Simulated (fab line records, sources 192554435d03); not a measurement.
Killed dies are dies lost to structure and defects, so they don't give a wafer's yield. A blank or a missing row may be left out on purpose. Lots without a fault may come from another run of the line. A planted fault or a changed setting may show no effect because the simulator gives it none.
Split-lot experiment | flow n5_finfet | 7 lots, 39 wafers read, on a route of 1938 steps

THE SPLIT
At N5_MOL_CONTACT_COAG_ETCH_110 (etches Si in CF4/O2, target depth 2.5 nm, time 8 s), the setting source_w was moved away from the recipe's 200 W on 12 of the 39 wafers read, by -18.9% to +10.5%. The other wafers ran this setting at the recipe's value.

The reading is taken at the split's own step.

THE READING
etch.depth_nm (the simulator's own value, which no gauge read), in nm, at N5_MOL_CONTACT_COAG_ETCH_110 (etches Si in CF4/O2, target depth 2.5 nm, time 8 s). The file gives no usual value for it. The 27 wafers here that ran the recipe average 2.504 nm, standard deviation 0.066 nm.

wafer  | tool, chamber at the split | source_w as run, W | against the recipe | etch.depth_nm, nm | against lot-mates on the recipe
L076.1 | rie_diel-02, 2             | 200                | recipe             | 2.547             | -
L076.2 | rie_diel-02, 3             | 200                | recipe             | 2.559             | -
L076.6 | rie_diel-02, 1             | 200                | recipe             | 2.599             | -
L081.1 | rie_diel-03, 3             | 180.1              | -10.0%             | 2.384             | -0.148
L081.2 | rie_diel-03, 1             | 180.1              | -10.0%             | 2.448             | -0.084
L081.3 | rie_diel-03, 2             | 200                | recipe             | 2.537             | -
L081.4 | rie_diel-03, 0             | 200                | recipe             | 2.533             | -
L081.5 | rie_diel-03, 2             | 200                | recipe             | 2.526             | -
L081.6 | rie_diel-03, 3             | 180.1              | -10.0%             | 2.373             | -0.159
L085.1 | rie_diel-03, 2             | 210.7              | +5.3%              | 2.641             | +0.040
L085.2 | rie_diel-03, 3             | 200                | recipe             | 2.606             | -
L085.3 | rie_diel-03, 0             | 200                | recipe             | 2.52              | -
L085.4 | rie_diel-03, 1             | 200                | recipe             | 2.677             | -
L085.5 | rie_diel-03, 1             | 210.7              | +5.3%              | 2.791             | +0.190
L085.6 | rie_diel-03, 0             | 210.7              | +5.3%              | 2.654             | +0.053
L090.1 | rie_diel-03, 2             | 200                | recipe             | 2.471             | -
L090.2 | rie_diel-03, 1             | 200                | recipe             | 2.615             | -
L090.3 | rie_diel-03, 3             | 221.1              | +10.5%             | 2.781             | +0.254
L090.4 | rie_diel-03, 0             | 200                | recipe             | 2.495             | -
L090.5 | rie_diel-03, 1             | 221.1              | +10.5%             | 2.876             | +0.349
L090.6 | rie_diel-03, 0             | 221.1              | +10.5%             | 2.718             | +0.191
L094.1 | rie_diel-06, 0             | 200                | recipe             | 2.484             | -
L094.2 | rie_diel-06, 1             | 200                | recipe             | 2.495             | -
L094.3 | rie_diel-06, 3             | 200                | recipe             | 2.445             | -
L094.4 | rie_diel-06, 3             | 200                | recipe             | 2.446             | -
L094.5 | rie_diel-06, 1             | 200                | recipe             | 2.499             | -
L094.6 | rie_diel-06, 0             | 200                | recipe             | 2.5               | -
L096.1 | rie_diel-06, 1             | 200                | recipe             | 2.46              | -
L096.2 | rie_diel-06, 3             | 200                | recipe             | 2.391             | -
L096.3 | rie_diel-06, 0             | 200                | recipe             | 2.448             | -
L096.4 | rie_diel-06, 2             | 200                | recipe             | 2.51              | -
L096.5 | rie_diel-06, 2             | 200                | recipe             | 2.517             | -
L096.6 | rie_diel-06, 3             | 200                | recipe             | 2.429             | -
L097.1 | rie_diel-06, 3             | 200                | recipe             | 2.42              | -
L097.2 | rie_diel-06, 0             | 200                | recipe             | 2.452             | -
L097.3 | rie_diel-06, 2             | 162.1              | -18.9%             | 2.082             | -0.354
L097.4 | rie_diel-06, 1             | 162.1              | -18.9%             | 2.047             | -0.389
L097.5 | rie_diel-06, 0             | 200                | recipe             | 2.435             | -
L097.6 | rie_diel-06, 3             | 162.1              | -18.9%             | 2.014             | -0.422

THE FIT
A straight line over all 39 wafers: etch.depth_nm changes by +0.0233 nm for each +1% of source_w; r = +0.91; the points scatter about the line by 0.075 nm.
The same after taking each lot's own level away (the mean of its wafers on the recipe; 39 wafers): +0.0201 nm for each +1%; r = +0.94; scatter 0.051 nm.
On that fit, the largest move of source_w shifts the reading by 0.38 nm.
The lots' own levels span 2.4357 to 2.6010 nm, that is 2.5 times the standard deviation above.
So the lot-to-lot level changes the slope: the two fits differ.
Check: with one of the wafers moved furthest among these (-18.9%) left out of the fit, the line predicts -0.379 nm for it against its lot-mates. It came out at -0.354 nm against them.

OTHER SPLITS ON THESE WAFERS
These wafers also went through other splits before the reading. Each is held against what the fit with the lots' levels taken away leaves over:
other split on the same wafers   | wafers away from the commonest value | r with etch.depth_nm (lot level and that fit taken away)
N5_DUMMY_GATE_ETCH_42 bias_w     | 9                                    | +0.06
N5_HKMG_FIN_HK_ALD_01 ald_cycles | 15                                   | +0.10
N5_HKMG_FIN_ETCH_35 time_s       | 18                                   | -0.11

THE FILE'S OWN FIT
etch.depth_nm changes by +0.02 nm for each +1% of source_w, r = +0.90.
